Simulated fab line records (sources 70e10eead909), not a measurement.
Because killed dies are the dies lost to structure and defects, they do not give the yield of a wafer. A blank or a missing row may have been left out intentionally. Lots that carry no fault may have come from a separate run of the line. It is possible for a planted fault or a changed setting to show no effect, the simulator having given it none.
What tool caused it? + flow nand harc + 11 lots, 33 wafers sampled, at 2 steps of a route of 1302

## WHAT THE GAUGES READ, wafer by wafer
NHARC_P_GATE_CD_MEAS_26 targets a cd of 120 nm. Usual: cd nm at 120.0 nm, with a standard deviation of 0.86.
| lot  | measured     | on        | cd nm (nm)        | flag |
|------|--------------|-----------|-------------------|------|
| L204 | day 4 21:39  | cd sem-02 | 119.5 119.5 120.4 |      |
| L205 | day 5 13:18  | cd sem-02 | 120.8 119.5 121.1 |      |
| L206 | day 6 01:08  | cd sem-02 | 118.6 120.1 118.7 |      |
| L207 | day 6 02:32  | cd sem-01 | 120.2 121.4 121.0 |      |
| L208 | day 6 14:11  | cd sem-03 | 119.7 118.6 120.4 |      |
| L210 | day 7 09:53  | cd sem-03 | 117.8 118.8 118.6 |      |
| L212 | day 8 05:59  | cd sem-01 | 120.7 121.3 120.2 |      |
| L213 | day 8 22:51  | cd sem-03 | 119.0 120.4 119.5 |      |
| L216 | day 10 08:22 | cd sem-01 | 118.7 119.1 119.7 |      |
| L217 | day 10 08:31 | cd sem-02 | 114.8 114.8 114.2 | OFF  |
| L227 | day 14 11:14 | cd sem-01 | 119.5 119.3 120.0 |      |

## TOOL THAT RAN EACH LOT (tool first, then ch and the chambers of the sampled wafers, then the start)
| lot  | NHARC_P_GATE_EXPOSE_23             |
|------|------------------------------------|
| L204 | arfi scanner-03 ch 0, day 4 21:31  |
| L205 | arfi scanner-01 ch 0, day 5 13:10  |
| L206 | arfi scanner-03 ch 0, day 6 01:00  |
| L207 | arfi scanner-03 ch 0, day 6 02:24  |
| L208 | arfi scanner-03 ch 0, day 6 14:03  |
| L210 | arfi scanner-01 ch 0, day 7 09:44  |
| L212 | arfi scanner-03 ch 0, day 8 05:51  |
| L213 | arfi scanner-02 ch 0, day 8 22:43  |
| L216 | arfi scanner-03 ch 0, day 10 08:14 |
| L217 | arfi scanner-02 ch 0, day 10 08:23 |
| L227 | arfi scanner-01 ch 0, day 14 11:05 |
- NHARC_P_GATE_EXPOSE_23: exposes mask P GATE, target cd 120 nm.

## AS READ BY THE TOOLS THEMSELVES (means over the sampled wafers that have a number; for cases with no such wafer, the mark the record gives instead)
The record holds no such reading with a usual standard deviation.

## THE ANSWER, worked out from the rows above alone
Rule: take the mean of a lot's wafers that have a number; if it is more than 3 standard deviations from the usual mean, the lot is off. A lot without any number at a reading at which 4 lots or more have one is off too. Where the step has rows for the other lots, those lots are counted as sound. Order of review: gauges by route order, followed by the tools' own readings, for which a lot's mean as printed above is used. The first step at which some lot is off is used, and at that step the reading that is off furthest; a lot without a number counts as furthest.
Off, at NHARC_P_GATE_CD_MEAS_26 on cd nm: L217.
If a tool, at a process step before that reading, ran all the lots that are off and no sound lot after the first of them, it fits. Gauges at NHARC_P_GATE_CD_MEAS_26: tried the same way as those tools. Undecided on this evidence; 2 tools fit (arfi scanner-02 at NHARC_P_GATE_EXPOSE_23, cd sem-02 at NHARC_P_GATE_CD_MEAS_26).

## WHAT WAS PUT IN BY THE SIMULATOR
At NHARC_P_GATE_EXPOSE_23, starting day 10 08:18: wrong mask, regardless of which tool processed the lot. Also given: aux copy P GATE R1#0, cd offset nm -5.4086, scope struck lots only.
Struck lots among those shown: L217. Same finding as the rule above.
